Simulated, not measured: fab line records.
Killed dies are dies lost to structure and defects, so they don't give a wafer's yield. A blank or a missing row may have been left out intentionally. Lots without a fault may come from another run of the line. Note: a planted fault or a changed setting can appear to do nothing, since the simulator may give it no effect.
Struck lot and sound lot, side by side | flow n5-finfet | 42 out of 1938 route steps
Sound: the wafers L317.1, L317.4, L317.6. Struck: wafer L310.2 (L310.1, L310.4, from the same lot, were not struck and are left out); the cause is given at the end.
Per side, at each step with rows, come the tool, then ch with its chambers, and then its first start. Under that, the readings that differ: sound wafers | struck wafers | difference of the means | sigmas: that difference in standard deviations of wafers without a fault.
alike: readings whose means differ by less than 2 such deviations, and words and numbers that are the same on both sides. not compared: withheld readings, readings that some wafer has no value for, bounds like >300 that may hide the same value, and numbers for which the record gives no deviation and whose values overlap.
The two part at a step that has a row with sigmas, a row that says differs or no value, or rows on one side only. When numbers do not overlap yet have no deviation, they are printed without sigmas and do not part them. Lack of a reading on every wafer of one side parts them only where that side has two or more wafers.

first, 9 steps without rows for these wafers: N5_DUMMY_GATE_EXPOSE_12 (exposes mask GATE, target cd 25 nm); N5_DUMMY_GATE_PEB_13 (peb time 60 s); N5_DUMMY_GATE_DEVELOP_14 (develop time 30 s); N5_DUMMY_GATE_DESCUM_20 (chemistry O2, time 6.2 s); N5_DUMMY_GATE_ETCH_29 (etches underlayer in N2/H2, target depth 13 nm); N5_DUMMY_GATE_ETCH_36 (etches SiARC in CF4, target depth 13 nm); N5_DUMMY_GATE_ETCH_37 (etches SOC in N2/H2, target depth 60 nm, overetch 30 nm); N5_DUMMY_GATE_STRIP_38 (strips in N2/H2); N5_DUMMY_GATE_STRIP_39 (strips in N2/H2).
N5_DUMMY_GATE_TRIM_49: chemistry O2, time 29 s, target cd 14 nm.
  sound on rie-si-01 ch 0,2,3, day 8 10:38; struck on rie-si-04 ch 0, day 7 00:29
  alike: drypump-motor-current-A, he-backside-leak-sccm, oes-product-au, throttle-valve-pct
  not compared: rf-hours-counter-h
then, 14 steps without rows for these wafers: N5_DUMMY_GATE_STRIP_40 (strips in CF4); N5_DUMMY_GATE_ETCH_31 (etches SiO2 in C4F6/O2, target depth 82.5 nm, time 27.5 s); N5_DUMMY_GATE_STRIP_41 (strips in O2); N5_DUMMY_GATE_HM_OPEN_21 (chemistry CH3F/O2, target SiNx, target depth 120 nm, time 171.4 s); N5_DUMMY_GATE_ETCH_32 (etches SiO2 in CF4, target depth 3.5 nm, time 3.9 s); N5_DUMMY_GATE_ETCH_23 (etches poly-Si in HBr/Cl2/O2, target depth 41 nm, time 22.3 s); N5_DUMMY_GATE_ETCH_44 (etches poly-Si in HBr/O2, stops on SiO2, target depth 127.5 nm); N5_DUMMY_GATE_ETCH_42 (etches SiO2 in CHF3/O2, target depth 3.5 nm, time 31 s); N5_DUMMY_GATE_STRIP_48 (strips in N2/H2, time 20 s); N5_DUMMY_GATE_PRECLEAN_33 (cleans in dHF, time 10 s); N5_DUMMY_GATE_PRECLEAN_25 (cleans in O3/DIW, time 45 s); N5_DUMMY_GATE_PRECLEAN_51 (cleans in SC2, time 45 s); N5_DUMMY_GATE_SRD_26 (time 30 s); N5_DUMMY_GATE_UV_OZONE_45 (time 120 s).
N5_DUMMY_GATE_INSPECT_27: inspects for defects (brightfield).
  sound on defect-inspect-01, day 8 11:34; struck on defect-inspect-02, day 7 01:26
  reading          | sound       | struck | difference | sigmas
  raw-defect-count | 316 383 319 | 638    | +299       | +4
then, 3 steps without rows for these wafers: N5_SPACER0_ALD_07 (deposits SiNx, target thk 2 nm); N5_SPACER0_ALD_00 (deposits SiOCN, target thk 3.5 nm, pulse time 3 s, purge time 2 s); N5_SPACER0_ALD_08 (deposits SiNx, target thk 2 nm).
N5_SPACER0_INSPECT_04: inspects for defects (darkfield).
  sound on defect-inspect-02, day 8 12:10; struck on defect-inspect-02, day 7 02:02
  reading          | sound       | struck | difference | sigmas
  raw-defect-count | 129 182 132 | 538    | +390       | +12
then, 8 steps without rows for these wafers: N5_SD_EPI_N_COAT_32 (time 60 s, resist thk 350 nm); N5_SD_EPI_N_COAT_33 (time 60 s, resist thk 35 nm); N5_SD_EPI_N_COAT_03 (resist thk 150 nm); N5_SD_EPI_N_EBR_05; N5_SD_EPI_N_SOFTBAKE_04 (time 60 s); N5_SD_EPI_N_EXPOSE_06 (exposes mask SD N BLK, target cd 120 nm); N5_SD_EPI_N_PEB_07 (peb time 60 s); N5_SD_EPI_N_DEVELOP_08 (develop time 30 s).
N5_SD_EPI_N_INSPECT_11: inspects for defects (macro).
  sound on defect-inspect-02, day 8 12:29; struck on defect-inspect-02, day 7 02:29
  reading          | sound | struck | difference | sigmas
  raw-defect-count | 2 4 5 | >300   | differs    |
N5_SD_EPI_N_INSPECT_26: inspects for defects (darkfield).
  sound on defect-inspect-01, day 8 18:34; struck on defect-inspect-01, day 7 06:29
  reading          | sound       | struck | difference | sigmas
  raw-defect-count | 176 215 182 | 604    | +413       | +10
N5_SD_ACTIVATION_INSPECT_02: inspects for defects (darkfield).
  sound on defect-inspect-02, day 8 23:41; struck on defect-inspect-02, day 7 11:27
  reading          | sound       | struck | difference | sigmas
  raw-defect-count | 171 209 245 | 601    | +393       | +10
-- record jumps: 4 days separate the struck wafers' starts on either side; left off in module SD_ACTIVATION, taken up again in module BEOL_M4, whose first shown step is the route's number 1111 --
N5_BEOL_M4_RC_MEAS_101:
  sound on prober-02 ch 0, day 13 21:18; struck on prober-01 ch 0, day 11 17:13
  alike: DIBL_N, DIBL_P, IOFF_N, IOFF_P, ION_N, ION_P, SS_N, SS_P, VT_N, VT_P
-- a jump in the record: the struck wafers' starts before and after are 5 days apart (it breaks off in module BEOL_M4 and resumes in module PASSIVATION, where the first step shown is number 1936 of the route) --
N5_PASSIVATION_PROBE_49:
  sound on prober-01, day 18 11:00; struck on prober-02, day 17 04:05
  reading                  | sound          | struck | difference | sigmas
  defect-limited-yield (%) | 91.7 89.7 90.8 | 83.9   | -6.8       | -5
  killed-at-contacts       | 17 14 21       | 3      | -14        | -3
  killed-at-front-end      | 34 68 39       | 136    | +89        | +7
  killed-dies              | 98 121 109     | 190    | +81        | +5
  sort_bin_5_function (%)  | 4.9 5.8 6.0    | 10.2   | +4.6       | +5
  sort-n-pass              | 1082 1059 1071 | 990    | -81        | -3
  sort-yield-pct (%)       | 91.7 89.7 90.8 | 83.9   | -6.8       | -3
  alike: killed_at_M0_to_M3, killed_at_M4_up, killed-at-other, killed-open, killed-short, sort_bin_4_leakage, sort_bin_6_memory

== WHERE THEY PART ==
Earliest at N5_DUMMY_GATE_INSPECT_27; latest, in this record, at N5_PASSIVATION_PROBE_49.

WHY: what the simulator had put in
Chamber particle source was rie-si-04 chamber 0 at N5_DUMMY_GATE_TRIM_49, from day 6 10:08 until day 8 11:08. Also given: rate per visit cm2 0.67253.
